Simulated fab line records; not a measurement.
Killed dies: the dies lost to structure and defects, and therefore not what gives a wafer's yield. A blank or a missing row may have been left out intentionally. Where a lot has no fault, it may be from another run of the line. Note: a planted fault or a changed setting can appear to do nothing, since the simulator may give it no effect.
Problem report, 8D (eight disciplines) form, completed by code + flow nand_harc + the parts of the form that need people (team, actions taken, sign-off) are left out

## 1. WHAT IS WRONG
Wafers without a fault read 1841.1 s, standard deviation 0.39; run_length_s at NHARC_A_CONTACT_ETCH_51 reads a mean of 1574.3 s on 3 wafers belonging to 2 lots. That is -99 or more standard deviations from the usual mean.
The step: etches the open film in O2/COS, target depth 7000 nm, time 1820 s.
First seen on wafer L535.5, day 30 08:57, on rie_diel-11. The record holds 39 wafers of 13 lots with a number at this step. By rule, "out" or "out of limits" means more than 4 standard deviations away from the usual mean. Any other wafer with a number is counted as sound.

## 2. WHAT IT IS; WHAT IT IS NOT
| question                    | is                     | is not                                                                                          |
|-----------------------------|------------------------|-------------------------------------------------------------------------------------------------|
| which readings at this step | run_length_s           | drypump_motor_current_A, oes_product_au, rf_vpp_V, showerhead_plenum_p_Torr, throttle_valve_pct |
| which lots                  | L534, L535             | L512, L513, L514, L516, L518, L520, L521, L522, L524, L527, L531                                |
| which wafers of those lots  | L534.2, L534.5, L535.5 | L534.4, L535.1, L535.3                                                                          |
| read on which tools         | rie_diel-11            | rie_diel-10, rie_diel-13                                                                        |
| when                        | from day 30 08:57      | up to then (35 sound wafers); but 1 sound wafer of L534 came after                              |

## 3. SUSPECTS, AND WHAT RULES EACH OUT
Counting: if a tool at a process step up to the reading ran every lot that is out, it stays a suspect. Sound lots after the first of them don't rule it out here, since some wafers of a struck lot are sound.
- rie_diel-11 at NHARC_A_CONTACT_ETCH_51 (etches the open film in O2/COS, target depth 7000 nm, time 1820 s): kept. It processed each lot that is out (first: L535, day 30 08:57); up to then, its last sound lot is L531 (day 28 22:04). Out on those wafers are its own readings of run_length_s.
The count leaves rie_diel-11 at NHARC_A_CONTACT_ETCH_51.

## 4. THE CAUSE (what the simulator had put in)
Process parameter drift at NHARC_A_CONTACT_ETCH_51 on rie_diel-11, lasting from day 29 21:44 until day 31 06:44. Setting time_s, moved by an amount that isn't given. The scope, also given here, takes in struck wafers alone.
This tool alone remained once counting was done.

## 5. SEQUENCE OF EFFECTS, ordered by route
One row per reading whose mean, taken over the struck wafers that have a number, lies over 3 standard deviations from the usual. Readings are gone through only where the record gives a usual standard deviation; hours: the median, over the lots, of the time from a lot's start at the first step in this table giving one to that lot's start at this step; sigmas: the change measured in usual standard deviations.
| hours | step                    | reading      | usual    | on struck wafers | change | sigmas      |
|-------|-------------------------|--------------|----------|------------------|--------|-------------|
| 0     | NHARC_A_CONTACT_ETCH_51 | run_length_s | 1841.1 s | 1574.3           | -266.8 | -99 or more |
Its process steps:
- NHARC_A_CONTACT_ETCH_51: etches the open film in O2/COS, target depth 7000 nm, time 1820 s.

## 6. WHAT WOULD HAVE CAUGHT IT SOONER
In this record the first reading out of limits was taken at day 30 08:57, 11 hours after the fault began at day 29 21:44.
